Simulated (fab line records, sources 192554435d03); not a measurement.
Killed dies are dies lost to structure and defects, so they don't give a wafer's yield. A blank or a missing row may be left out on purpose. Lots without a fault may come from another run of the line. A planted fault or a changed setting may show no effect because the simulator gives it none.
Split-lot experiment | flow n5_finfet | 7 lots, 21 wafers read, on a route of 1938 steps

THE SPLIT
At N5_BEOL_M9_CMP_52 (polishes, stops on SiCOH lowk, t overpolish 7 s, target thk 140 nm), the setting down_force_psi was moved away from the recipe's 1 psi on 7 of the 21 wafers read, by -21.2% to +19.3%. The other wafers ran this setting at the recipe's value.

The reading is taken at the split's own step.

THE READING
barrier_field_endpoint_s, in s, at N5_BEOL_M9_CMP_52 (polishes, stops on SiCOH lowk, t overpolish 7 s, target thk 140 nm). Fault-free wafers of this fab line usually give 28.9 s, standard deviation 0.6 s.

wafer  | tool, chamber at the split | down_force_psi as run, psi | against the recipe | barrier_field_endpoint_s, s | against lot-mates on the recipe
L075.3 | cmp-03, 3                  | 1                          | recipe             | 28.2                        | -
L075.5 | cmp-03, 2                  | 1.087                      | +8.7%              | 24.8                        | -3.4
L075.6 | cmp-03, 3                  | 1.087                      | +8.7%              | 26.0                        | -2.2
L077.2 | cmp-03, 2                  | 1                          | recipe             | 30.3                        | -
L077.3 | cmp-03, 0                  | 1                          | recipe             | 28.0                        | -
L077.6 | cmp-03, 3                  | 0.866                      | -13.4%             | 34.1                        | +5.0
L079.3 | cmp-03, 1                  | 1                          | recipe             | 28.8                        | -
L079.1 | cmp-03, 2                  | 1                          | recipe             | 29.0                        | -
L079.6 | cmp-03, 1                  | 1                          | recipe             | 28.7                        | -
L085.2 | cmp-02, 3                  | 1                          | recipe             | 24.7                        | -
L085.6 | cmp-02, 2                  | 1                          | recipe             | 26.5                        | -
L085.5 | cmp-02, 3                  | 1                          | recipe             | 28.3                        | -
L091.4 | cmp-02, 2                  | 0.788                      | -21.2%             | 37.5                        | +8.4
L091.1 | cmp-02, 3                  | 1                          | recipe             | 29.1                        | -
L091.6 | cmp-02, 2                  | 0.788                      | -21.2%             | 38.2                        | +9.1
L089.3 | cmp-02, 1                  | 1.193                      | +19.3%             | 24.0                        | -2.1
L089.4 | cmp-02, 2                  | 1.193                      | +19.3%             | 22.1                        | -4.0
L089.6 | cmp-02, 1                  | 1                          | recipe             | 26.1                        | -
L096.1 | cmp-03, 0                  | 1                          | recipe             | 28.6                        | -
L096.5 | cmp-03, 3                  | 1                          | recipe             | 29.4                        | -
L096.6 | cmp-03, 0                  | 1                          | recipe             | 29.2                        | -

THE FIT
A straight line over all 21 wafers: barrier_field_endpoint_s changes by -0.373 s for each +1% of down_force_psi; r = -0.93; the points scatter about the line by 1.5 s.
The same after taking each lot's own level away (the mean of its wafers on the recipe; 21 wafers): -0.306 s for each +1%; r = -0.92; scatter 1.3 s.
On that fit, the largest move of down_force_psi shifts the reading by 6.5 s.
The lots' own levels span 26.10 to 29.15 s, that is 5.1 times the standard deviation above.
So the lot-to-lot level changes the slope: the two fits differ.
Check: with one of the wafers moved furthest among these (-21.2%) left out of the fit, the line predicts +6.46 s for it against its lot-mates. It came out at +8.4 s against them.
Tool readings at the split's step, against how far the setting was moved: barrier_field_endpoint_s r = -0.93.

OTHER SPLITS ON THESE WAFERS
These wafers also went through other splits before the reading. Each is held against what the fit with the lots' levels taken away leaves over:
other split on the same wafers | wafers away from the commonest value | r with barrier_field_endpoint_s (lot level and that fit taken away)
N5_BEOL_M9_COAT_60 spin_rpm    | 4                                    | +0.22

THE FILE'S OWN FIT
barrier_field_endpoint_s changes by -0.31 s for each +1% of down_force_psi, r = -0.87.
